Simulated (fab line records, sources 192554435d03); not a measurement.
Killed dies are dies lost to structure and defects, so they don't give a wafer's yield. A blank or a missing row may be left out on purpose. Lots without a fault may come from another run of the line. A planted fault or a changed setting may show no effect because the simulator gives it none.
Split-lot experiment | flow n5_finfet | 7 lots, 39 wafers read, on a route of 1938 steps

THE SPLIT
At N5_BEOL_M4_ILD_DEP_00 (deposits SiOC from DEMS/O2, target thk 79 nm, time 15.3 s), the setting time_s was moved away from the recipe's 15.3 s on 15 of the 39 wafers read, by -26.1% to +44.4%. The other wafers ran this setting at the recipe's value.

The file shows no step between the split and the reading.

THE READING
M4_ILD_THK, in nm, at N5_BEOL_M4_THK_MEAS_01. Fault-free wafers of this fab line usually give 78.9 nm, standard deviation 0.97 nm.

wafer  | tool, chamber at the split | time_s as run, s | against the recipe | M4_ILD_THK, nm | against lot-mates on the recipe
L074.1 | pecvd-04, 0                | 17.82            | +16.5%             | 91.0           | +11.9
L074.2 | pecvd-04, 2                | 15.3             | recipe             | 77.8           | -
L074.3 | pecvd-04, 1                | 15.3             | recipe             | 78.9           | -
L074.4 | pecvd-04, 2                | 17.82            | +16.5%             | 91.4           | +12.3
L074.5 | pecvd-04, 1                | 15.3             | recipe             | 80.7           | -
L074.6 | pecvd-04, 0                | 17.82            | +16.5%             | 92.4           | +13.3
L075.1 | pecvd-02, 2                | 15.3             | recipe             | 77.6           | -
L075.2 | pecvd-02, 0                | 15.3             | recipe             | 76.3           | -
L075.3 | pecvd-02, 1                | 15.3             | recipe             | 77.2           | -
L075.4 | pecvd-02, 1                | 15.3             | recipe             | 78.0           | -
L075.5 | pecvd-02, 0                | 15.3             | recipe             | 78.3           | -
L075.6 | pecvd-02, 2                | 15.3             | recipe             | 78.2           | -
L078.1 | pecvd-01, 0                | 15.3             | recipe             | 79.4           | -
L078.2 | pecvd-01, 1                | 11.3             | -26.1%             | 57.7           | -21.8
L078.3 | pecvd-01, 2                | 15.3             | recipe             | 78.6           | -
L078.4 | pecvd-01, 2                | 15.3             | recipe             | 80.6           | -
L078.5 | pecvd-01, 0                | 11.3             | -26.1%             | 59.6           | -19.9
L078.6 | pecvd-01, 1                | 11.3             | -26.1%             | 58.4           | -21.1
L082.1 | pecvd-01, 0                | 15.3             | recipe             | 77.3           | -
L082.2 | pecvd-01, 2                | 12.78            | -16.5%             | 64.5           | -13.5
L082.3 | pecvd-01, 1                | 12.78            | -16.5%             | 65.1           | -12.9
L082.4 | pecvd-01, 2                | 15.3             | recipe             | 79.0           | -
L082.5 | pecvd-01, 1                | 15.3             | recipe             | 77.8           | -
L082.6 | pecvd-01, 0                | 12.78            | -16.5%             | 66.7           | -11.3
L084.2 | pecvd-01, 1                | 15.3             | recipe             | 77.9           | -
L084.3 | pecvd-01, 0,1              | 15.3             | recipe             | 79.2           | -
L084.5 | pecvd-01, 0,1              | 15.3             | recipe             | 79.2           | -
L087.1 | pecvd-02, 2                | 15.3             | recipe             | 77.9           | -
L087.2 | pecvd-02, 1                | 15.3             | recipe             | 78.5           | -
L087.3 | pecvd-02, 0                | 21.52            | +40.7%             | 109.5          | +31.1
L087.4 | pecvd-02, 0                | 15.3             | recipe             | 78.9           | -
L087.5 | pecvd-02, 2                | 21.52            | +40.7%             | 110.0          | +31.6
L087.6 | pecvd-02, 1                | 21.52            | +40.7%             | 110.7          | +32.3
L089.1 | pecvd-01, 2                | 22.1             | +44.4%             | 112.6          | +33.9
L089.2 | pecvd-01, 1                | 15.3             | recipe             | 77.8           | -
L089.3 | pecvd-01, 0                | 22.1             | +44.4%             | 111.9          | +33.2
L089.4 | pecvd-01, 2                | 15.3             | recipe             | 79.4           | -
L089.5 | pecvd-01, 1                | 15.3             | recipe             | 78.8           | -
L089.6 | pecvd-01, 0                | 22.1             | +44.4%             | 112.4          | +33.7
Where a row lists several chambers, the file gives one row for several wafers and doesn't say which wafer went through which chamber.

THE FIT
A straight line over all 39 wafers: M4_ILD_THK changes by +0.77 nm for each +1% of time_s; r = +1.00; the points scatter about the line by 0.93 nm.
The same after taking each lot's own level away (the mean of its wafers on the recipe; 39 wafers): +0.772 nm for each +1%; r = +1.00; scatter 0.79 nm.
On that fit, the largest move of time_s shifts the reading by 34 nm.
The lots' own levels span 77.60 to 79.53 nm, that is 2.0 times the standard deviation above.
So the lot-to-lot level changes the slope little: the two slopes agree.
Check: with one of the wafers moved furthest among these (+44.4%) left out of the fit, the line predicts +34.3 nm for it against its lot-mates. It came out at +33.9 nm against them.

THE WHOLE CHAIN: every reading that the file lists as answering this split, in the file's order
step                   | what it does                                              | reading                                                                            | change (the file's fit)              | r (the file's)
N5_BEOL_M4_ILD_DEP_00  | deposits SiOC from DEMS/O2, target thk 79 nm, time 15.3 s | SiOC_of_BEOL_M4_ILD_DEP_00.thk_nm (the simulator's own value, which no gauge read) | +0.77 nm for each +1% of the setting | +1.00
N5_BEOL_M4_THK_MEAS_01 |                                                           | M4_ILD_THK                                                                         | +0.77 for each +1% of the setting    | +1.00

THE FILE'S OWN FIT
M4_ILD_THK changes by +0.77 nm for each +1% of time_s, r = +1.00.
